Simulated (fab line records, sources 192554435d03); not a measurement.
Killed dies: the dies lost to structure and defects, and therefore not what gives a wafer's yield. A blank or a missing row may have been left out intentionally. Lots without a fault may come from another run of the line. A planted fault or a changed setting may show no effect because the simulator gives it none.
A lot that was struck, set against a sound lot :: flow n5-finfet :: 35 steps out of a route of 1938
Sound: the wafers L125.1, L125.2, L125.6. The struck wafers were L133.1, L133.2, L133.4. The cause comes at the end.
Each step with rows lists, per side, the tool, then ch with its chambers, then its first start. Under that, the readings that differ: sound wafers :: struck wafers :: difference of the means :: sigmas: that difference in standard deviations of wafers without a fault.
alike: words and numbers the same on both sides, and readings whose means are apart by under 2 such deviations; not compared: readings that were withheld, readings missing a value for some wafer, numbers with overlapping values and no deviation given by the record, and bounds like >300 which may hide the same value.
Wherever a step has rows on one side only, a row that says differs or no value, or a row with sigmas, the two part there. Numbers that have no deviation but don't overlap get no sigmas and don't part them. A reading missing from all wafers of one side parts the sides only when that side holds two or more wafers.

first, 9 steps without rows for these wafers: N5_BEOL_M6_ILD_DEP_00 (deposits SiCOH lowk from DEMS/porogen, target thk 179.75 nm, time 33.4 s); N5_BEOL_M6_CURE_74 (cures SiCOH lowk, time 240 s); N5_BEOL_M6_PECVD_70 (deposits SiO2 from TEOS/O2, target thk 20 nm, time 22.7 s); N5_BEOL_M6_HM_DEP_02 (deposits TiN, target thk 20 nm); N5_BEOL_M6_COAT_59 (time 60 s, resist thk 100 nm); N5_BEOL_M6_COAT_60 (time 60 s, resist thk 35 nm); N5_BEOL_M6_COAT_05 (resist thk 90 nm); N5_BEOL_M6_EBR_07; N5_BEOL_M6_SOFTBAKE_06 (time 60 s).
N5_BEOL_M6_EXPOSE_08: exposes mask M6.
  sound on arfi-scanner-01 ch 0, day 10 15:35; struck on arfi-scanner-01 ch 0, day 15 02:36
reading: exposure-dose-mJ-cm2
sound: 68.25 68.21 68.20
struck: 60.65 60.64 60.74
difference: -7.54
sigmas: -99 or more
  alike: mask, stage-vel-mm-s
then, 2 steps without rows for these wafers: N5_BEOL_M6_PEB_09 (peb time 60 s); N5_BEOL_M6_DEVELOP_10 (develop time 30 s).
N5_BEOL_M6_CD_MEAS_11: the cd target is 38.5 nm.
  sound on cd-sem-01 ch 0, day 10 15:43; struck on cd-sem-02 ch 0, day 15 02:44
reading: cd-nm (nm)
sound: 38.9 38.8 38.2
struck: 34.3 33.7 34.5
difference: -4.5
sigmas: -8
then, 1 step without rows for these wafers: N5_BEOL_M6_DESCUM_16 (chemistry O2, time 7.9 s).
N5_BEOL_M6_ETCH_61: etches SiARC in CF4, target depth 45.5 nm, time 75.8 s.
  sound on rie-diel-05 ch 0,1, day 10 16:21; struck on rie-diel-05 ch 0,1,3, day 15 02:51
reading: oes-product-au (a.u.)
sound: 0.60 0.59 0.60
struck: 0.77 0.70 0.83
difference: +0.17
sigmas: +2

reading: model.BEOL_M6.cd-offset-nm (nm)
sound: 0.4 0.2 0
struck: -4.6 -4.2 -4.4
difference: -4.6
sigmas: 
  alike: drypump-motor-current-A, etch-rf-on-time-s, rf-vpp-V, showerhead-plenum-p-Torr, throttle-valve-pct
  not compared: rf-hours-counter-h
then, 3 steps without rows for these wafers: N5_BEOL_M6_ETCH_62 (etches SOC in N2/H2, target depth 110 nm, overetch 22 nm, time 165 s); N5_BEOL_M6_STRIP_68 (strips in N2/H2); N5_BEOL_M6_STRIP_67 (strips in CF4).
N5_BEOL_M6_HM_OPEN_17: chemistry Cl2/BCl3, target TiN, target depth 20 nm, overetch 6 nm.
  sound on rie-metal-01 ch 0,1, day 10 16:36; struck on rie-metal-02 ch 0,1, day 15 03:05
reading: model.BEOL_M6.cd-offset-nm (nm)
sound: 0.2 0 0
struck: -4.6 -4.2 -4.4
difference: -4.5
sigmas: 
  alike: drypump-motor-current-A, oes-product-au, throttle-valve-pct
  not compared: rf-hours-counter-h
then, 1 step without rows for these wafers: N5_BEOL_M6_STRIP_19 (strips in O2).
N5_BEOL_M6_CD_MEAS_18: pitch 80 nm, target cd 40 nm.
  sound on cd-sem-02 at day 10 16:47; struck on cd-sem-03 at day 15 03:16
reading: cd-nm (nm)
sound: 40.3 39.6 39.8
struck: 35.5 35.6 35.5
difference: -4.4
sigmas: -8
then, 13 steps without rows for these wafers: N5_BEOL_M6_COAT_63 (time 60 s, resist thk 60 nm); N5_BEOL_M6_COAT_64 (time 60 s, resist thk 12 nm); N5_BEOL_M6_COAT_71 (time 60 s, resist thk 5 nm); N5_BEOL_M6_COAT_22 (resist thk 30 nm); N5_BEOL_M6_EBR_24; N5_BEOL_M6_SOFTBAKE_23 (time 60 s); N5_BEOL_M6_EXPOSE_25 (exposes mask V5, target cd 40 nm); N5_BEOL_M6_PEB_26 (peb time 60 s); N5_BEOL_M6_DEVELOP_27 (develop time 30 s); N5_BEOL_M6_DESCUM_33 (chemistry O2, time 7 s); N5_BEOL_M6_ETCH_72 (etches underlayer in N2/H2, target depth 6.5 nm, time 5.2 s); N5_BEOL_M6_ETCH_65 (etches SiARC in CF4, target depth 15.6 nm, time 26 s); N5_BEOL_M6_ETCH_66 (etches SOC in N2/H2, target depth 80 nm, overetch 16 nm, time 120 s).
-- the record jumps here: 4 days lie between the struck wafers' starts before and after (it left off in module BEOL_M6 and takes up again in module BEOL_M15, whose first step shown is number 1830 of the route) --
N5_BEOL_M15_RC_MEAS_101:
  sound on prober-01 ch 0, day 13 04:31; struck on prober-01 ch 0, day 18 22:11
reading: COMB_M6 (S/m)
sound: 3.7e-11 2.7e-11 4e-11
struck: 1.9e-11 1.8e-11 2e-11
difference: -1.6e-11
sigmas: -3

reading: SERP_M6 (ohm/um)
sound: 14.0 13.7 14.6
struck: 17.0 17.2 16.4
difference: +2.8
sigmas: +5

reading: SERP_M6_max_site (ohm/um)
sound: 14.6 14.8 15.4
struck: 19.0 17.4 17.1
difference: +2.9
sigmas: +5
  alike: etest-temp-c, COMB_M10, COMB_M11, COMB_M12, COMB_M13, COMB_M13_max_site, COMB_M14, COMB_M15, COMB_M5, COMB_M7, COMB_M8, COMB_M9, SERP_M10, SERP_M11, SERP_M12, SERP_M13, SERP_M14, SERP_M5, SERP_M7, SERP_M8, SERP_M9

== WHERE THEY PART ==
First at N5_BEOL_M6_EXPOSE_08; last, within this record, at N5_BEOL_M15_RC_MEAS_101.

WHY: the cause the simulator had injected
Process parameters drifting: arfi-scanner-01 at N5_BEOL_M6_EXPOSE_08, beginning at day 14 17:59. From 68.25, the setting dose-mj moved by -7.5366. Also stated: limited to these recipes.
